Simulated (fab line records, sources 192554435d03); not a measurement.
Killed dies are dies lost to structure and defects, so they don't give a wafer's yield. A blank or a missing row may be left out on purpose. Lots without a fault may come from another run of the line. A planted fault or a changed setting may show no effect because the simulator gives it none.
fab line records | flow n5_finfet
record lots=4 wafers=12 last_day=18
route steps=1938 shown HKMG_FIN@394 PASSIVATION@1936
lots that met no fault: from a run of the same line without faults
start_h: hours from the record's first day to the start of the lot's first wafer shown | wait_h: hours since the lot's step before | " the same as in the row above | L1.1+2: a row that stands for several wafers | - no value, or no start given | * or withheld: withheld | < > ~ a bound
route shown NAME@n: a module of which the file shows steps, and the number in the route of the first | usual: mean/standard deviation of fault-free wafers | same: alike in all rows | chamber/n: place in a boat | sites: the reading at each site | _std_site: their standard deviation | _edge_site: outer sites' mean less inner sites' | radius_mm: how far each site lies from the wafer's centre | mask NAME#n: copy n | behind: the tool/chamber that last shaped the wafer | hold: why the lot was held/for how many hours/how that ended | device: the transistor (n, p or np) that didn't switch | end of line: the same wafers' tests at the end of the route | a step without rows: its recipe alone | killed: dies lost to structure and defects at the first sort, not the wafer's yield | map: a wafer's dies, x killed, . not, _ none there
set.NAME: the setting as run; set.NAME@STEP: as run at that earlier step | model.NAME: the simulator's own value behind a step, which no gauge read
lots at some steps of the route; a table a step, a row a wafer
services: from which hour (start_h, from the record's first day; less than 0 if before it) a tool's chamber was out of use, for how many hours, and why
## steps
# step N5_HKMG_FIN_SOFTBAKE_44
# recipe temp_c=110 time_s=60 resist=CAR-ArF
# step N5_HKMG_FIN_EXPOSE_46
# recipe mask_id=NDIPOLE na=1.35 source_shape=conventional sigma_outer=0.8 polarization=unpolarized dose_mj=40
# step N5_HKMG_FIN_PEB_47
# recipe peb_temp_c=withheld peb_time_s=60 resist=CAR-ArF
# step N5_HKMG_FIN_DEVELOP_48
# recipe develop_time_s=30 developer=TMAH resist=CAR-ArF rinse_liquid=diw dry=air_spin dev_temp_c=23
# step N5_HKMG_FIN_DESCUM_53
# recipe chemistry=O2 time_s=7.9 source_power_w=50 bias_power_w=20 pressure_mtorr=20 rf_frequency_hz=2.712e+07 temp_c=40 resist=CAR-ArF o2_flow_sccm=225
# step N5_HKMG_FIN_ETCH_54
# recipe chemistry=CF4 target=SiARC target_depth_a=455 mask_material=CAR-ArF time_s=75.8 ion_energy_ev=80 pressure_mtorr=40 source_w=545 bias_w=36 Ar_flow_sccm=100 cf4_flow_sccm=100 ends=cleared
# step N5_HKMG_FIN_ETCH_55
# recipe chemistry=N2/H2 target=SOC target_depth_a=2400 temp_c=40 time_s=300 ion_energy_ev=200 mask_material=SiARC pressure_mtorr=30 source_w=840 bias_w=150 n2_flow_sccm=200 h2_flow_sccm=200
# step N5_HKMG_FIN_STRIP_56
# recipe chemistry=N2/H2 temp_c=40 n2_flow_sccm=200 h2_flow_sccm=200 rf_frequency_hz=6e+07
# step N5_HKMG_FIN_STRIP_57
# recipe chemistry=CF4 resist=SiARC power_w=300 bias_power_w=75 pressure_mtorr=50 cf4_flow_sccm=150 rf_frequency_hz=6e+07
# step N5_HKMG_FIN_ETCH_58
# recipe chemistry=N2/H2 target=SOC target_depth_a=2158 ion_energy_ev=50 bias_w=13 time_s=741 pressure_mtorr=30 source_w=875 n2_flow_sccm=200 h2_flow_sccm=200
# usual drypump_motor_current_A=5.8/0.59 oes_product_au=0.82/0.086 rf_vpp_V=98.8/0.9 showerhead_plenum_p_Torr=2.50/0.052 throttle_valve_pct=17.7/0.34
# same time_s=741
# columns lot.wafer tool chamber start_h wait_h drypump_motor_current_A oes_product_au rf_hours_counter_h rf_vpp_V showerhead_plenum_p_Torr throttle_valve_pct
L543.3 rie_diel-05 3 91.04 0.0 4.9 0.89 9 98.6 2.48 17.1
L543.5 " 1 " " 6.4 0.96 - 97.5 2.48 17.4
L543.6 " 0 " " 6.0 0.80 - 100.1 2.47 17.6
L551.1 rie_diel-05 3 140.41 0.0 4.9 0.84 26 99.9 2.48 17.2
L551.3 " 1 " " 6.4 0.91 38 100.3 2.47 17.4
L551.4 " 0 " " 6.0 0.79 116 99.8 2.47 17.7
L555.2 rie_diel-05 3 165.10 0.0 4.9 0.83 34 100.5 2.47 17.2
L555.3 " 2 " " 6.6 0.72 197 99.6 2.53 18.0
L555.6 " 3 " " 4.9 0.83 - 99.4 2.47 17.2
L562.1 rie_diel-02 3 205.02 0.0 5.9 0.70 231 98.1 2.52 18.1
L562.3 " 1 " " 5.5 0.87 44 98.5 2.47 17.2
L562.5 " 0 " " 5.1 0.87 - 98.6 2.50 17.8
# step N5_HKMG_FIN_STRIP_93
# recipe chemistry=N2/H2 material=SOC time_s=20 power_w=500 temp_c=40 pressure_mtorr=50 rf_frequency_hz=6e+07 bias_power_w=8 h2_frac=0.5 n2_flow_sccm=300 h2_flow_sccm=300
# step N5_HKMG_FIN_WET_ETCH_76
# recipe chemistry=dNH4OH mix=1:50 temp_c=25 target=Al2O3 stop_on=La2O3 target_depth_nm=2.25 dry=ipa_marangoni rinse_time_s=30 rinse_temp_c=23
# step N5_HKMG_FIN_STRIP_60
# recipe chemistry=N2/H2 power_w=2500 temp_c=300 h2_frac=0.65 time_s=360 pressure_mtorr=withheld n2_flow_sccm=1750 h2_flow_sccm=3250
# step N5_HKMG_FIN_WET_ETCH_77
# recipe chemistry=dHCl mix=1:10000 temp_c=25 target=La2O3 stop_on=HfO2 target_depth_nm=2
# step N5_HKMG_FIN_WET_ETCH_78
# recipe chemistry=dNH4OH mix=1:50 temp_c=25 target=Al2O3 stop_on=La2O3 target_depth_nm=4.5 dry=ipa_marangoni rinse_time_s=30 rinse_temp_c=23
# step N5_HKMG_FIN_ALD_79
# recipe material=TiN target_thk_a=15 temp_c=400 ald_precursor_family=TiCl4 ald_co_reactant=NH3 pulse_time_s=1 purge_time_s=3 co_reactant_purge_time_s=2 co_reactant_pulse_time_s=2 ald_cycles=68 pressure_torr=3
# step N5_HKMG_FIN_CVD_62
# recipe material=a-Si target_thk_a=30 temp_c=500 precursor=Si2H6 pressure_torr=1 time_s=20.8
# step N5_HKMG_FIN_RTA_80
# recipe temp_c=withheld time_s=2 ambient=N2 idle_temp_c=600 ramp_up_c_per_s=150 ramp_down_c_per_s=60 cool_to_c=600
# step N5_HKMG_FIN_PRECLEAN_64
# recipe chemistry=dHF time_s=30 temp_c=25 dilution=withheld
# step N5_HKMG_FIN_WET_ETCH_65
# recipe chemistry=TMAH temp_c=70 conc_wt_pct=5 target=a-Si stop_on=TiN time_s=49 target_depth_nm=3
# step N5_HKMG_FIN_WET_ETCH_81
# recipe chemistry=SC1 target=TiN stop_on=HfO2 mix=1:1:5 temp_c=60 time_s=57 target_depth_nm=6
# step N5_HKMG_FIN_WET_ETCH_82
# recipe chemistry=dHCl mix=1:10000 temp_c=25 target=La2O3 stop_on=HfO2 target_depth_nm=2 dry=ipa_marangoni rinse_time_s=30 rinse_temp_c=23
# step N5_HKMG_FIN_ALD_36
# recipe material=TiN target_thk_a=10 temp_c=400 ald_precursor_family=TiCl4 ald_co_reactant=NH3 pulse_time_s=1 purge_time_s=3 co_reactant_purge_time_s=2 co_reactant_pulse_time_s=2 ald_cycles=47 pressure_torr=3
# step N5_HKMG_FIN_PWFM_ALD_03
# recipe material=TiN target_thk_a=20 temp_c=400 ald_precursor_family=TiCl4 ald_co_reactant=NH3 pulse_time_s=1 purge_time_s=3 co_reactant_purge_time_s=2 co_reactant_pulse_time_s=2 ald_cycles=91 pressure_torr=3
# step N5_HKMG_FIN_COAT_29
# recipe resist=SOC temp_c=250 time_s=60 spin_rpm=1500 resist_thk_nm=300
# step N5_HKMG_FIN_COAT_30
# recipe resist=SiARC temp_c=220 time_s=60 spin_rpm=1500 resist_thk_nm=35
# step N5_HKMG_FIN_COAT_06
# recipe resist=CAR-ArF spin_rpm=1500 resist_thk_nm=90
# step N5_HKMG_FIN_EBR_08
# recipe solvent=PGMEA ebr_width_mm=1.5
# step N5_HKMG_FIN_SOFTBAKE_07
# recipe temp_c=110 time_s=60 resist=CAR-ArF
# step N5_HKMG_FIN_EXPOSE_09
# recipe mask_id=NWFM na=1.35 source_shape=conventional sigma_outer=0.8 polarization=unpolarized dose_mj=39.25
# step N5_HKMG_FIN_PEB_10
# recipe peb_temp_c=withheld peb_time_s=60 resist=CAR-ArF
# step N5_HKMG_FIN_DEVELOP_11
# recipe develop_time_s=30 developer=TMAH resist=CAR-ArF dev_temp_c=23 rinse_liquid=diw dry=air_spin
# step N5_HKMG_FIN_INSPECT_14
# recipe mode=adi inspect_instrument=macro
# usual raw_defect_count=2.0/1.4
# columns lot.wafer tool chamber start_h wait_h raw_defect_count
L543.3 defect_inspect-01 - 94.16 0.0 2
L543.5 " - " " 2
L543.6 " - " " 1
L551.1 defect_inspect-02 - 143.49 0.0 >300
L551.3 " - " " >300
L551.4 " - " " >300
L555.2 defect_inspect-02 - 168.23 0.0 >300
L555.3 " - " " >300
L555.6 " - " " >300
L562.1 defect_inspect-01 - 208.23 0.0 3
L562.3 " - " " 0
L562.5 " - " " 1
# step N5_HKMG_FIN_DESCUM_17
# recipe chemistry=O2 time_s=7.9 source_power_w=50 bias_power_w=20 pressure_mtorr=20 rf_frequency_hz=2.712e+07 temp_c=40 resist=CAR-ArF o2_flow_sccm=225
# step N5_PASSIVATION_PROBE_49
# usual killed_at_M0_to_M3=36/10 killed_at_M4_up=13/5.5 killed_at_contacts=12/5.6 killed_at_front_end=42/12 killed_at_other=4/3.2 killed_dies=108/18 killed_open=71/13 killed_short=34/7.8
# same gross_dies=1180 killed_at_back_side=0
# columns lot.wafer tool chamber start_h wait_h killed_at_M0_to_M3 killed_at_M4_up killed_at_contacts killed_at_front_end killed_at_other killed_dies killed_open killed_short
L543.3 prober-02 - 283.44 0.1 36 25 10 48 2 121 75 46
L543.5 prober-02 - 283.54 0.2 34 16 12 59 10 131 100 29
L543.6 prober-02 - 283.59 0.3 26 11 21 32 13 103 69 34
L551.1 prober-01 - 347.91 0.0 36 18 8 162 4 228 69 28
L551.3 prober-01 - 348.01 0.1 38 15 7 127 6 193 59 24
L551.4 prober-01 - 348.06 0.2 31 8 15 162 2 218 59 25
L555.2 prober-01 - 385.75 0.1 16 15 5 166 9 211 48 29
L555.3 prober-01 - 385.80 0.1 32 14 6 169 2 223 62 27
L555.6 prober-01 - 385.95 0.3 35 12 9 166 2 224 60 32
L562.1 prober-01 - 440.76 0.3 40 21 20 50 5 136 89 46
L562.3 prober-01 - 440.86 0.4 54 19 15 47 1 136 79 56
L562.5 prober-01 - 440.96 0.5 30 14 23 74 10 151 94 56
# killed by level:class
L543.3 FIN_SAQP:geometric_particle:open=13 BEOL_M0_SAQP:geometric_particle:short=11 BEOL_M4:geometric_particle:open=10 BEOL_M2:geometric_particle:open=9 MOL_CONTACT_COAG:geometric_particle:open=8 GATE_CUT:geometric_particle:short=7 BEOL_M0_SAQP:geometric_particle:open=7 STI_FIN_REVEAL:geometric_particle:open=6
L543.5 FIN_SAQP:geometric_particle:open=28 STI_FIN_REVEAL:geometric_particle:open=10 BEOL_M1:geometric_particle:open=10 BEOL_M2:geometric_particle:open=10 BEOL_M4:geometric_particle:open=8 MOL_CONTACT_COAG:geometric_particle:open=7 PAD_METAL:geometric_particle:open=6 FIN_SAQP:geometric_particle:short=5
L543.6 MOL_CONTACT_COAG:geometric_particle:open=18 FIN_SAQP:geometric_particle:open=11 PAD_METAL:geometric_particle:short=8 BEOL_M0_SAQP:geometric_particle:open=5 BEOL_M0_SAQP:geometric_particle:short=5 BEOL_M2:geometric_particle:open=5 PAD_METAL:geometric_particle:open=5 STI_FIN_REVEAL:geometric_particle:open=4
L551.1 HKMG_FIN:unspecified=131 BEOL_M4:geometric_particle:open=13 BEOL_M2:geometric_particle:open=11 FIN_SAQP:geometric_particle:open=9 DUMMY_GATE:geometric_particle:open=9 MOL_CONTACT_COAG:geometric_particle:open=7 BEOL_M0_SAQP:geometric_particle:short=7 BEOL_M0_SAQP:geometric_particle:open=6
L551.3 HKMG_FIN:unspecified=109 BEOL_M1:geometric_particle:open=9 MOL_CONTACT_COAG:geometric_particle:open=7 BEOL_M3:geometric_particle:open=6 DUMMY_GATE:geometric_particle:open=5 BEOL_M0_SAQP:geometric_particle:open=5 FIN_SAQP:geometric_particle:open=4 BEOL_M1:geometric_particle:short=4
L551.4 HKMG_FIN:unspecified=131 MOL_CONTACT_COAG:geometric_particle:open=14 BEOL_M0_SAQP:geometric_particle:short=9 STI_FIN_REVEAL:geometric_particle:open=7 DUMMY_GATE:geometric_particle:open=7 BEOL_M0_SAQP:geometric_particle:open=6 BEOL_M0:geometric_particle:open=6 FIN_SAQP:geometric_particle:short=5
L555.2 HKMG_FIN:unspecified=134 BEOL_M0_SAQP:geometric_particle:short=6 GATE_CUT:geometric_particle:open=5 MOL_CONTACT_COAG:geometric_particle:open=5 BEOL_M0_SAQP:geometric_particle:open=5 BEOL_M4:geometric_particle:open=5 BEOL_M4:geometric_particle:short=5 PAD_METAL:geometric_particle:open=5
L555.3 HKMG_FIN:unspecified=132 FIN_SAQP:geometric_particle:open=15 BEOL_M2:geometric_particle:open=8 GATE_CUT:geometric_particle:short=7 BEOL_M0_SAQP:geometric_particle:open=7 MOL_CONTACT_COAG:geometric_particle:open=6 BEOL_M3:geometric_particle:open=5 BEOL_M1:geometric_particle:open=5
L555.6 HKMG_FIN:unspecified=129 BEOL_M2:geometric_particle:open=11 SPACER0:geometric_particle:short=7 GATE_CUT:geometric_particle:open=6 MOL_CONTACT_COAG:geometric_particle:open=6 DUMMY_GATE:geometric_particle:open=5 BEOL_M0_SAQP:geometric_particle:open=5 BEOL_M0_SAQP:geometric_particle:short=5
L562.1 MOL_CONTACT_COAG:geometric_particle:open=16 BEOL_M4:geometric_particle:open=14 FIN_SAQP:geometric_particle:short=14 BEOL_M1:geometric_particle:open=12 STI_FIN_REVEAL:geometric_particle:open=11 BEOL_M1:geometric_particle:short=11 BEOL_M3:geometric_particle:open=6 FIN_SAQP:geometric_particle:open=5
L562.3 BEOL_M0_SAQP:geometric_particle:short=15 FIN_SAQP:geometric_particle:short=13 BEOL_M3:geometric_particle:open=12 BEOL_M4:geometric_particle:open=11 BEOL_M0_SAQP:geometric_particle:open=11 STI_FIN_REVEAL:geometric_particle:open=9 MOL_CONTACT_COAG:geometric_particle:open=8 FIN_SAQP:geometric_particle:open=7
L562.5 STI_FIN_REVEAL:geometric_particle:open=22 MOL_CONTACT_COAG:geometric_particle:open=21 FIN_SAQP:geometric_particle:short=14 FIN_SAQP:geometric_particle:open=9 BEOL_M0_SAQP:geometric_particle:short=9 BEOL_M3:geometric_particle:open=8 BEOL_M1:geometric_particle:open=5 DUMMY_GATE:geometric_particle:open=5
# map L551.1 (x killed, . not)
_________________x.xxxxxx.xx.________________
______________xx.xxxxxxxxxxx...._____________
___________..xxxx.xxxxxxxxxxxx.....__________
__________.....x.xxxxxxxxxxxx......._________
________.......xxxxxxxxxxxxx..x......._______
_______x......xxxxxxxxxxxxxxx......x...______
______......x.xxxxxxxxxxxxxx..x........._____
_____.......x.x.xxxxxxxxxxxxxxx...x......____
____.....x.x.x..xxxxxxxxxxx......x..xxx...___
___......x.....xx.x.xxxxxx.x.....x.........__
___x............xxxxx..xx..................__
__....x...........x..x.x.....x......x......._
__...........x.......x......................_
_xx......................x................x..
_..............x............x....x...........
_...................x...x..................x.
_.x.........x................x............x.x
_....x................x.............x........
_.x.................................x........
_...x............x............x......x.......
_..............x............x..............x.
__................x..xxx.x.................._
__..................x...x................x.._
___...x.......................x.......x....__
___.....x.......x...x...............x...x..__
____.......x...x..................x...x...___
_____......x.x...x.......................____
______..x.......x..x...........x..x....x_____
_______.x.............x......x..x......______
________...............x.............._______
__________..................x......._________
___________........................__________
______________..............x..x_____________
_________________...x.....x..________________
# map L555.6 (x killed, . not)
_________________x.xxxxx.xx..________________
______________....xxxxxxx.xx...._____________
___________....xxxxxxxxxxx.........__________
__________.......xxxxxxxxxx.x....x.x_________
________..x....xxxxxxxxxxxxxx........._______
_______.......x.xxxxxxxxxxxxx..........______
______.x.....x.x..xxxxxxxxxxx........x.x_____
_____.......x...xxxxxxxxxxxxx......x.....____
____x........x..xxxxxxxxxxxx..............___
___....x........xxxxxxxxxx..x.x............__
___..x..........x..xxxxxxxxx...x...x.......__
__...............xx.xxxx.....xxx...x........_
__.................x.xx....x.....x..xx......_
_.................x.xx............x.....x....
_......x..x............x...........xx........
_.....x................x..............x......
_..............x...........x..x..x...x.......
_.......x.................x......xx..x.......
_..x...........xx.....x.xx......x............
_..x..........................x..............
_........................................x...
__..x.................................x...xx_
__x........x.x....x.....x..................._
___.x.......................x.............x__
___...x...............x....................__
____...........x...................x......___
_____.........x....x.x...........x......x____
______.........x.......xx..............._____
_______................................______
________.............................._______
__________......x........x.........._________
___________...x..x.................__________
______________x.....x...x...x..._____________
_________________...x........________________
## services
# columns tool chamber start_h hours kind
rie_diel-02 1 74.76 - clean
rie_diel-02 1 74.76 - consumable_replace:focus_ring
rie_diel-02 1 74.76 16.1 scheduled_down
rie_diel-02 1 74.76 16.1 vent_cycle
rie_diel-02 0 126.72 16.1 repair
rie_diel-05 1 162.15 36.3 repair
rie_diel-02 1 198.27 1.6 repair
## key
first_sign step=N5_HKMG_FIN_INSPECT_14 reading=raw_defect_count direction=up sigmas=99+ usual=2.0 struck=>300
effect step=N5_PASSIVATION_PROBE_49 reading=killed_at_front_end direction=up sigmas=9.5 usual=42 struck=159
more_kills_born_at N5_HKMG_FIN_ETCH_58@rie_diel-05=766
met_at N5_HKMG_FIN_ETCH_58
struck_wafers L551.1,L551.3,L551.4,L555.2,L555.3,L555.6
tester_left_out L551,L555
onset_between 91.04 140.41
fault kind=chamber_particle_source tool=rie_diel-05 chamber=- onset_h=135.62 steps=N5_HKMG_FIN_ETCH_58 rate_per_visit_cm2=1.1678 end_h=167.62
# tester_left_out: of these lots the tester's yield and bins aren't shown, on N5 and GAA mostly nor the transistor test; their killed dies are dies lost to structure and defects alone, not to doping, threshold or leakage, so they don't give the yield
